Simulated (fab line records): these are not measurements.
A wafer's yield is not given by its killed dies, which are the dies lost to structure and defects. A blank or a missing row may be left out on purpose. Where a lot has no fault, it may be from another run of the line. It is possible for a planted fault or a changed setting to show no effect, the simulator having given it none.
Matching of chambers | flow nand_harc | rie_diel-06 running NHARC_A_STAIRCASE_ETCH_271: 4 sister chambers
The step etches the open film in CF4/CHF3. 4 wafers are shown with their chamber, then 9 later ones without.

EACH WAFER AND ITS CHAMBER
wafer  | chamber | drypump_motor_current_A (A)
L080.5 | 0       | 5.7
L080.6 | 1       | 5.8
L089.5 | 2       | 5.1
L089.6 | 3       | 5.9

WAFERS WITH NO CHAMBER GIVEN
wafer  | drypump_motor_current_A (A)
L091.2 | 5.7
L091.3 | 5.8
L091.4 | 5.9
L092.1 | 5.8
L092.2 | 5.7
L092.5 | 5.0
L097.1 | 5.8
L097.2 | 5.9
L097.5 | 5.0

THE CHAMBER EACH PASSED THROUGH
wafer  | from the rows above | in truth
L091.2 | 0                   | 0
L091.3 | 1                   | 1
L091.4 | 3                   | 3
L092.1 | 1                   | 1
L092.2 | 0                   | 0
L092.5 | 2                   | 2
L097.1 | 1                   | 1
L097.2 | 3                   | 3
L097.5 | 2                   | 2
Correctly placed: 9 of 9. From these rows, 0 cannot be placed. Wrongly placed: 0.
How it was worked out, from the rows above alone: a wafer's distance from a chamber is the root of the sum, over the readings, of the square of ((its reading less the chamber's mean) divided by the reading's scatter). If the next closest chamber is less than 2 further off than the closest, the wafer can't be placed; otherwise it belongs to the closest. Each chamber's mean is taken over the wafers shown for it. The scatter (one wafer shown for each chamber): square how far every hidden wafer sits from the nearest shown wafer, average those squares and take the square root.
